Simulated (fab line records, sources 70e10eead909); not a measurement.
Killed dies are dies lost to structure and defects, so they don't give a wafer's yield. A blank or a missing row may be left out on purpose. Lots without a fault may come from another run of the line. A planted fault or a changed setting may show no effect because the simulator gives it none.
Chamber matching | flow nand_harc | NHARC_A_STAIRCASE_DESCUM_252 on rie_diel-11: 4 sister chambers
The step chemistry O2, time 3 s. 8 wafers are shown with their chamber, then 9 later ones without.

WAFERS WITH THEIR CHAMBER
wafer  | chamber | showerhead_plenum_p_Torr (Torr) | oes_product_au (a.u.)
L078.3 | 0       | 1.94                            | 1.003
L079.4 | 3       | 1.89                            | 0.991
L079.6 | 3       | 1.89                            | 0.999
L080.4 | 1       | 1.80                            | 0.970
L080.5 | 2       | 1.94                            | 0.994
L084.1 | 0       | 1.93                            | 0.990
L084.2 | 2       | 1.94                            | 0.993
L084.3 | 1       | 1.79                            | 0.976

WAFERS WITHOUT THEIR CHAMBER
wafer  | showerhead_plenum_p_Torr (Torr) | oes_product_au (a.u.)
L091.1 | 1.93                            | 1.001
L091.2 | 1.79                            | 0.986
L091.6 | 1.79                            | 0.988
L093.3 | 1.93                            | 0.987
L093.5 | 1.88                            | 1.002
L093.6 | 1.93                            | 0.989
L094.2 | 1.93                            | 0.994
L094.3 | 1.92                            | 0.996
L094.4 | 1.88                            | 0.999

WHICH CHAMBER EACH WENT THROUGH
wafer  | from the rows above     | in truth
L091.1 | can't be placed: 0 or 2 | 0
L091.2 | 1                       | 1
L091.6 | 1                       | 1
L093.3 | can't be placed: 0 or 2 | 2
L093.5 | 3                       | 3
L093.6 | can't be placed: 0 or 2 | 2
L094.2 | can't be placed: 0 or 2 | 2
L094.3 | can't be placed: 0 or 2 | 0
L094.4 | 3                       | 3
Placed correctly: 4 of 9. Can't be placed from these rows: 5 (the true chamber is among the candidates in 5). Placed wrongly: 0.
How it was worked out, from the rows above alone: a wafer's distance from a chamber is the root of the sum, over the readings, of the square of ((its reading less the chamber's mean) divided by the reading's scatter). The wafer belongs to the nearest chamber; if the next one is less than 2 further off, it can't be placed. A chamber's mean is the mean of its shown wafers. The scatter: the root of (the sum of the squares of (reading less its chamber's mean) over the shown wafers, divided by (wafers less chambers)).
